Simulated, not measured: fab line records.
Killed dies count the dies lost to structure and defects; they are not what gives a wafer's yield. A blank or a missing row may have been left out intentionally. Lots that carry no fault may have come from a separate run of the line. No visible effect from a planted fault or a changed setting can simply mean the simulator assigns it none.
Check for tools in common + flow nand_harc + 12 lots and 36 wafers in the sample

== REASON IT WAS OPENED ==
Flagged at NHARC_A_M1_CD_MEAS_09: reading cd_nm, on 2 of 12 lots. No-fault wafers: 120.1 nm, standard deviation 0.54.
Rule: a lot is flagged in two cases, either no wafer of it has a number, or all its wafers with numbers fall more than 4 standard deviations from that mean. All remaining lots are regarded as sound.

| lot  | measured     | on        | cd_nm (nm), wafer by wafer | flag    |
|------|--------------|-----------|----------------------------|---------|
| L151 | day 18 06:38 | cd_sem-01 | 120.3 119.7 120.2          |         |
| L155 | day 19 05:31 | cd_sem-03 | 42.0 41.3 41.7             | FLAGGED |
| L158 | day 20 04:10 | cd_sem-02 | 41.6 41.3 41.2             | FLAGGED |
| L161 | day 20 11:12 | cd_sem-02 | 121.0 120.5 120.9          |         |
| L162 | day 21 16:56 | cd_sem-01 | 120.9 121.0 121.0          |         |
| L166 | day 21 18:27 | cd_sem-01 | 119.9 119.3 120.0          |         |
| L165 | day 21 23:24 | cd_sem-03 | 120.2 119.9 119.8          |         |
| L163 | day 21 23:44 | cd_sem-02 | 120.5 120.2 120.1          |         |
| L170 | day 22 09:30 | cd_sem-01 | 119.9 119.6 119.7          |         |
| L169 | day 22 10:15 | cd_sem-02 | 119.5 118.4 119.4          |         |
| L172 | day 23 03:48 | cd_sem-03 | 120.2 120.4 119.5          |         |
| L171 | day 23 11:33 | cd_sem-03 | 120.5 120.3 120.6          |         |
On average the flagged lots read 41.5 nm, which is -78.6 nm against the usual, or -99 or more standard deviations.

== WHICH TOOL EACH LOT WENT THROUGH ==
2 process steps preceding the reading are held in the record, out of 1159 steps in the route. Each cell gives the tool, then ch followed by the chambers the sampled wafers passed through, then the start.
| lot  | flag    | NHARC_A_M0_PRE_CLEAN_29                 | NHARC_A_M1_PEB_07                 |
|------|---------|-----------------------------------------|-----------------------------------|
| L151 |         | pvd_sputter-03, day 18 05:13 or earlier | litho_track-04 ch 0, day 18 06:34 |
| L155 | FLAGGED | pvd_sputter-03, day 19 04:05 or earlier | litho_track-06 ch 0, day 19 05:26 |
| L158 | FLAGGED | pvd_sputter-01, day 20 02:55 or earlier | litho_track-06 ch 0, day 20 04:05 |
| L161 |         | pvd_sputter-01, day 20 09:47 or earlier | litho_track-04 ch 0, day 20 11:07 |
| L162 |         | pvd_sputter-01, day 21 15:40 or earlier | litho_track-01 ch 0, day 21 16:52 |
| L166 |         | pvd_sputter-03, day 21 17:12 or earlier | litho_track-01 ch 0, day 21 18:22 |
| L165 |         | pvd_sputter-02, day 21 21:59 or earlier | litho_track-01 ch 0, day 21 23:19 |
| L163 |         | pvd_sputter-01, day 21 22:22 or earlier | litho_track-01 ch 0, day 21 23:40 |
| L170 |         | pvd_sputter-02, day 22 07:42 or earlier | litho_track-06 ch 0, day 22 09:25 |
| L169 |         | pvd_sputter-02, day 22 08:34 or earlier | litho_track-06 ch 0, day 22 10:10 |
| L172 |         | pvd_sputter-01, day 23 01:11 or earlier | litho_track-01 ch 0, day 23 03:43 |
| L171 |         | pvd_sputter-02, day 23 10:18 or earlier | litho_track-01 ch 0, day 23 11:28 |
What is done by these steps:
- NHARC_A_M0_PRE_CLEAN_29: time 30 s.
- NHARC_A_M1_PEB_07: peb time 65 s.
- NHARC_A_M1_CD_MEAS_09: target cd 120 nm.

== FLAGGED OVER TOTAL, TOOL BY TOOL (the gauges that took the reading come last) ==
| step                    | tool           | lots run | flagged | share of the flagged lots | sound lots run after its first flagged lot |
|-------------------------|----------------|----------|---------|---------------------------|--------------------------------------------|
| NHARC_A_M0_PRE_CLEAN_29 | pvd_sputter-01 | 5        | 1       | some                      | 4 (L161,L162,L163,L172)                    |
| NHARC_A_M0_PRE_CLEAN_29 | pvd_sputter-02 | 4        | 0       | none                      | -                                          |
| NHARC_A_M0_PRE_CLEAN_29 | pvd_sputter-03 | 3        | 1       | some                      | 1 (L166)                                   |
| NHARC_A_M1_PEB_07       | litho_track-01 | 6        | 0       | none                      | -                                          |
| NHARC_A_M1_PEB_07       | litho_track-04 | 2        | 0       | none                      | -                                          |
| NHARC_A_M1_PEB_07       | litho_track-06 | 4        | 2       | all                       | 2 (L170,L169)                              |
| NHARC_A_M1_CD_MEAS_09   | cd_sem-01      | 4        | 0       | none                      | -                                          |
| NHARC_A_M1_CD_MEAS_09   | cd_sem-02      | 4        | 1       | some                      | 3 (L161,L163,L169)                         |
| NHARC_A_M1_CD_MEAS_09   | cd_sem-03      | 4        | 1       | some                      | 3 (L165,L172,L171)                         |
Because NHARC_A_M0_PRE_CLEAN_29 lacks a start for some lots, the hours and order of its lots are taken from NHARC_A_M0_INSPECT_27.

== THE TABLE: WHAT IT ALLOWS ==
In the table, 1 row covers all flagged lots: litho_track-06 at NHARC_A_M1_PEB_07.
- litho_track-06 at NHARC_A_M1_PEB_07 ran 4 lots, 2 of them flagged. Sound lots followed the first flagged one (L170, L169) on it, something a lasting fault affecting the whole tool could not allow. Its own readings (heater_power_total_W, plate_temp_C) fall more than 4 standard deviations out on all wafers of the flagged lots.
There is no row in the table that ran each flagged lot and no sound lot after the first.

== WHAT WAS PUT IN BY THE SIMULATOR ==
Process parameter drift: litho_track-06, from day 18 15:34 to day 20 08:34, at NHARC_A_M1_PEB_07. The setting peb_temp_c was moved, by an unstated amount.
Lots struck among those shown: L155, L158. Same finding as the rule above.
